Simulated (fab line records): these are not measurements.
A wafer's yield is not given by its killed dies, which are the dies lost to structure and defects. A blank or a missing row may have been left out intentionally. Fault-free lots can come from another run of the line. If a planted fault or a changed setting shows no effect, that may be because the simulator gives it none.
A struck lot beside a sound one | flow nand-harc | 14 out of 1302 route steps
Sound: the wafers L170.1, L170.2, L170.5. Wafers L176.2, L176.4, L176.6 were the ones struck. The cause is given at the end.
Order at every step that has rows: each side's tool, ch and its chambers, its first start. Under that, the readings that differ: sound wafers | struck wafers | difference of the means | sigmas: that difference in standard deviations of wafers without a fault.
alike: a reading whose means differ by less than 2 such deviations, as well as words and numbers matching on both sides. not compared: withheld readings; readings where some wafer has no value; bounds like >300 that might hide an equal value; numbers whose values overlap and for which the record gives no deviation.
A row with sigmas, a row that says differs or no value, or rows on one side alone: a step with any of these is where the two part. Non-overlapping numbers with no deviation appear without sigmas and do not part them. Lack of a reading on every wafer of one side parts them only where that side has two or more wafers.

NHARC_P_M0_CMP_23: polishes, t overpolish 20 s, target thk 117.54 nm.
  sound on cmp-01 ch 0,2,3, day 6 15:18; struck on cmp-01 ch 0,2,3, day 9 00:37
  alike: motor-current-A, time-to-endpoint-s
NHARC_P_M0_THK_MEAS_24: measures by xrf.
  sound on film-metro-02, day 6 15:35; struck on film-metro-01, day 9 00:56
  alike: thk-nm
after that, 1 step had no rows for these wafers: NHARC_P_M0_SRD_25.
NHARC_P_M0_INSPECT_27:
  sound on defect-inspect-02, day 6 15:44; struck on defect-inspect-02, day 9 01:06
  alike: raw-defect-count
NHARC_P_M0_PRE_CLEAN_31: time 12 s.
  sound on pecvd-04 ch 0,2, day 6 15:49; struck on pecvd-02 ch 0,1,2, day 9 01:11
  alike: heater-power-w
NHARC_P_M0_DEP_32: deposits SiCN, target thk 30 nm.
  sound on pecvd-04 ch 0,2, day 6 15:53; struck on pecvd-02 ch 0,1,2, day 9 01:20
  alike: heater-power-w
then, 5 steps without rows for these wafers: NHARC_P_M1_DEP_00 (deposits SiOC, target thk 182.5 nm); NHARC_P_M1_DEHYDRATE_01 (time 120 s); NHARC_P_M1_HMDS_02 (time 30 s); NHARC_P_M1_COAT_34 (time 65 s); NHARC_P_M1_COAT_03 (resist thk 90 nm).
NHARC_P_M1_SOFTBAKE_04: time 55 s.
  sound on litho-track-01 ch 0, day 6 16:00; struck on litho-track-04 ch 0, day 9 02:00
  reading                  | sound                | struck               | difference | sigmas
  chill-plate-temp-C (C)   | 22.94 22.86 22.92    | 23.13 23.13 23.08    | +0.21      | +2
  heater-power-total-W (W) | 188.69 188.39 188.50 | 195.17 195.47 195.45 | +6.84      | +49
after that, 1 step had no rows for these wafers: NHARC_P_M1_EBR_05.
-- record jumps: 18 days between struck wafers' starts before vs after; left off in module P_M1, resumes in module END, first step shown is number 1302 of the route --
NHARC_END_SORT_01:
  sound on prober-02 ch 0, day 24 23:28; struck on prober-01 ch 0, day 26 20:49
  reading     | sound | struck | difference | sigmas
  killed-open | 5 5 7 | 0 4 2  | -4         | -2
  alike: defect-limited-yield, killed-at-array, killed-at-other, killed-at-periphery, killed-dies, killed-short, sort_bin_2_pct, sort_bin_3_pct, sort_bin_4_pct, sort-n-pass, sort-rim-yield-pct, sort-yield-pct

## WHERE THEY PART
At NHARC_P_M1_SOFTBAKE_04 first; at NHARC_END_SORT_01 last (within this record only).

WHY: what had been put in by the simulator
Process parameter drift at NHARC_P_M1_SOFTBAKE_04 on litho-track-04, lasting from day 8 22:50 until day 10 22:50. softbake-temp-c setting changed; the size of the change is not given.
